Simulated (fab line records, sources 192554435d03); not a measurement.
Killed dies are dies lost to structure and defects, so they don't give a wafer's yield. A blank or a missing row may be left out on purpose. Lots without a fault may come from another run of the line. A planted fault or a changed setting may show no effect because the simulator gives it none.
A struck lot beside a sound one | flow n5_finfet | 16 steps out of a route of 1938
Sound: wafers L739.1, L739.5, L739.6. Struck: wafer L754.2. (L754.1, L754.6 of the same lot were not struck and are left out.) The cause comes at the end.
At each step with rows: each side's tool, then ch and its chambers, then its first start. Under that, the readings that differ: sound wafers | struck wafers | difference of the means | sigmas: that difference in standard deviations of wafers without a fault.
alike: readings whose means differ by less than 2 such deviations, and words and numbers that are the same on both sides. not compared: withheld readings, readings that some wafer has no value for, bounds like >300 that may hide the same value, and numbers for which the record gives no deviation and whose values overlap.
The two part at a step that has a row with sigmas, a row that says differs or no value, or rows on one side only. Numbers that don't overlap but have no deviation are shown without sigmas and don't part them. A reading that every wafer of one side lacks parts them only if that side has two wafers or more.

first, 3 steps without rows for these wafers: N5_FIN_SAQP_STRIP_23 (strips in SPM, time 750 s); N5_FIN_SAQP_SRD_66 (time 30 s); N5_FIN_SAQP_RECESS_75 (chemistry HF/NH3, target SiO2, target depth 14.4 nm, afs cycles 3, sublimation time 60 s).
N5_FIN_SAQP_SPACER1_ALD_24: deposits SiO2, target thk 20.3 nm, pulse time 1 s, purge time 2 s.
  sound on ald_sin-03 ch 0,2,3, day 2 12:02; struck on ald_sin-04 ch 2, day 6 05:20
  reading            | sound       | struck | difference | sigmas
  heater_power_w (W) | 532 513 517 | 427    | -94        | -3
  alike: precursor_pulse_height_rel
N5_FIN_SAQP_SPACER1_ETCHBACK_25: etches SiO2 in CHF3/O2, target depth 24.4 nm, time 12.2 s.
  sound on rie_diel-04 ch 0,1,3, day 2 12:45; struck on rie_diel-06 ch 2, day 6 06:04
  alike: drypump_motor_current_A, oes_product_au, rf_vpp_V, showerhead_plenum_p_Torr, throttle_valve_pct
  not compared: rf_hours_counter_h
then, 1 step without rows for these wafers: N5_FIN_SAQP_MANDREL1_REMOVE_56 (chemistry HBr/Cl2/O2, target a-Si, stops on SiNx, bt time 10 s).
N5_FIN_SAQP_CD_MEAS_27: target cd 20 nm.
  sound on cd_sem-01 ch 0, day 2 12:56; struck on cd_sem-02 ch 0, day 6 06:16
  alike: cd_nm
N5_FIN_SAQP_ETCH_57: etches SiNx in CH3F/O2, target depth 32.5 nm, time 46.4 s.
  sound on rie_diel-06 ch 0,1, day 2 12:59; struck on rie_diel-06 ch 2, day 6 06:19
  alike: drypump_motor_current_A, etch_rf_on_time_s, oes_product_au, rf_fwd_power_W, rf_vpp_V, showerhead_plenum_p_Torr, throttle_valve_pct
  not compared: rf_hours_counter_h
N5_FIN_SAQP_ETCH_65: etches SiO2 in CF4, target depth 4 nm, time 4.4 s.
  sound on rie_si-01 ch 0,1, day 2 13:06; struck on rie_si-06 ch 0, day 6 06:25
  alike: cf4_flow_sccm, drypump_motor_current_A, oes_product_au, rf_fwd_power_W, throttle_valve_pct
  not compared: rf_hours_counter_h
then, 1 step without rows for these wafers: N5_FIN_SAQP_MANDREL_ETCH_58 (etches a-Si in HBr/Cl2, stops on SiNx, target depth 45 nm, bt time 10 s, time 27 s).
N5_FIN_SAQP_RECESS_63: chemistry HF/NH3, target SiO2, target depth 18 nm, afs cycles 3, sublimation time 60 s.
  sound on vapor_etch-01 ch 0,1, day 2 13:13; struck on vapor_etch-02 ch 0, day 6 06:32
  alike: drypump_motor_current_A
then, 1 step without rows for these wafers: N5_FIN_SAQP_COAT_68 (time 60 s, resist thk 100 nm).
N5_FIN_SAQP_ETCH_69: etches SOC in N2/H2, stops on SiNx, target depth 150 nm.
  sound on rie_diel-06 ch 0,3, day 2 13:40; struck on rie_diel-06 ch 0, day 6 06:59
  reading                                   | sound             | struck | difference | sigmas
  rf_fwd_power_W (W)                        | 845 843 845       | 1353   | +509       | +99 or more
  rf_vpp_V (V)                              | 239.7 239.0 240.8 | 204.6  | -35.2      | -23
  model.SOC_of_FIN_SAQP_COAT_68.thk_nm (nm) | 6 6 6             | 0      | -6         |
  alike: drypump_motor_current_A, oes_product_au, showerhead_plenum_p_Torr, throttle_valve_pct
  not compared: rf_hours_counter_h
then, 1 step without rows for these wafers: N5_FIN_SAQP_ETCH_67 (etches SiNx in CH3F/O2, target depth 30 nm).
-- the record jumps here: 6 days lie between the struck wafers' starts before and after (it left off in module FIN_SAQP and takes up again in module BEOL_M4, whose first step shown is number 1111 of the route) --
N5_BEOL_M4_RC_MEAS_101:
  sound on prober-01 ch 0, day 8 10:17; struck on prober-02 ch 0, day 11 23:47
  alike: DIBL_N, DIBL_P, IOFF_N, IOFF_P, ION_N, ION_P, SS_N, SS_P, VT_N, VT_P
-- the record jumps here: 5 days lie between the struck wafers' starts before and after (it left off in module BEOL_M4 and takes up again in module PASSIVATION, whose first step shown is number 1936 of the route) --
N5_PASSIVATION_PROBE_49:
  sound on prober-01, day 12 17:38; struck on prober-01, day 16 16:54
  reading            | sound | struck | difference | sigmas
  killed_at_contacts | 6 2 6 | 22     | +17        | +3
  alike: defect_limited_yield, killed_at_M0_to_M3, killed_at_M4_up, killed_at_front_end, killed_at_other, killed_dies, killed_open, killed_short, sort_bin_5_function, sort_bin_6_memory, sort_n_pass, sort_yield_pct

WHERE THEY PART
First at N5_FIN_SAQP_SPACER1_ALD_24; last, within this record, at N5_PASSIVATION_PROBE_49.

WHY: what the simulator had put in
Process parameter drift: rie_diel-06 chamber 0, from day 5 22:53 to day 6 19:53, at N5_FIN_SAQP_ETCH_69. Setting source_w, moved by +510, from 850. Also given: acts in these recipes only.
